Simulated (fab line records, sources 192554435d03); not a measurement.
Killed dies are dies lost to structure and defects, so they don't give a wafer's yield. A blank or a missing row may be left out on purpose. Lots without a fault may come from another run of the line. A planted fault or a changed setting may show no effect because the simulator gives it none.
Chamber matching | flow n5_finfet | N5_FIN_CUT_CUT_ETCH_15 on rie_si-01: 4 sister chambers
The step etches Si in HBr/Cl2/O2, target depth 100 nm, bt time 10 s, time 42.4 s. 22 wafers are shown with their chamber, then 11 later ones without.

WAFERS WITH THEIR CHAMBER
wafer  | chamber | drypump_motor_current_A (A) | oes_product_au (a.u.) | chamber_pressure_mTorr (mTorr)
L075.3 | 1       | 5.2                         | 0.992                 | 10.000
L075.5 | 3       | 5.3                         | 0.984                 | 9.984
L075.6 | 0       | 6.5                         | 1.005                 | 10.000
L077.2 | 0       | 6.5                         | 1.003                 | 9.999
L077.5 | 3       | 5.3                         | 0.984                 | 10.015
L077.6 | 2       | 5.5                         | 0.984                 | 10.005
L080.1 | 1       | 5.2                         | 0.986                 | 9.998
L080.4 | 0       | 6.5                         | 1.004                 | 10.014
L080.5 | 0       | 6.5                         | 1.007                 | 10.010
L082.1 | 0       | 6.5                         | 1.001                 | 9.996
L082.2 | 3       | 5.3                         | 0.980                 | 9.994
L082.4 | 2       | 5.5                         | 0.985                 | 9.989
L084.3 | 1       | 5.2                         | 0.984                 | 9.997
L084.4 | 0       | 6.5                         | 1.006                 | 10.015
L084.5 | 0       | 6.5                         | 1.001                 | 10.003
L087.2 | 2       | 5.5                         | 0.979                 | 10.021
L087.3 | 0       | 6.5                         | 1.011                 | 9.992
L087.6 | 1       | 5.2                         | 0.994                 | 10.009
L088.1 | 2       | 5.6                         | 0.989                 | 10.008
L088.2 | 1       | 5.2                         | 0.996                 | 9.996
L088.4 | 3       | 5.3                         | 0.980                 | 9.988
L090.1 | 0       | 6.5                         | 1.020                 | 10.015

SIGNATURES (means of the wafers above)
reading                 | chamber 0 | chamber 1 | chamber 2 | chamber 3 | scatter within a chamber
drypump_motor_current_A | 6.500     | 5.200     | 5.525     | 5.300     | 0.0204
oes_product_au          | 1.00644   | 0.99040   | 0.98425   | 0.98200   | 0.00505
chamber_pressure_mTorr  | 10.00489  | 10.00000  | 10.00575  | 9.99525   | 0.0101
Rule: a wafer's distance from a chamber is the root of the sum, over the readings, of the square of ((its reading less the chamber's mean) divided by the reading's scatter). The wafer belongs to the nearest chamber; if the next one is less than 2 further off, it can't be placed. The scatter: the root of (the sum of the squares of (reading less its chamber's mean) over the shown wafers, divided by (wafers less chambers)).

WAFERS WITHOUT THEIR CHAMBER
wafer  | drypump_motor_current_A (A) | oes_product_au (a.u.) | chamber_pressure_mTorr (mTorr)
L090.4 | 5.3                         | 0.979                 | 10.002
L090.6 | 5.2                         | 0.988                 | 10.008
L092.2 | 5.2                         | 0.990                 | 10.003
L092.4 | 6.5                         | 1.008                 | 9.992
L092.6 | 5.2                         | 0.997                 | 9.982
L093.1 | 5.3                         | 0.988                 | 9.990
L093.5 | 6.5                         | 1.000                 | 9.992
L093.6 | 5.2                         | 0.992                 | 10.009
L094.2 | 6.5                         | 1.007                 | 10.001
L094.3 | 5.2                         | 0.984                 | 9.997
L094.5 | 6.5                         | 1.010                 | 10.014

WHICH CHAMBER EACH WENT THROUGH
wafer  | from the rows above | in truth
L090.4 | 3                   | 3
L090.6 | 1                   | 1
L092.2 | 1                   | 1
L092.4 | 0                   | 0
L092.6 | 1                   | 1
L093.1 | 3                   | 3
L093.5 | 0                   | 0
L093.6 | 1                   | 1
L094.2 | 0                   | 0
L094.3 | 1                   | 1
L094.5 | 0                   | 0
Placed correctly: 11 of 11. Can't be placed from these rows: 0. Placed wrongly: 0.
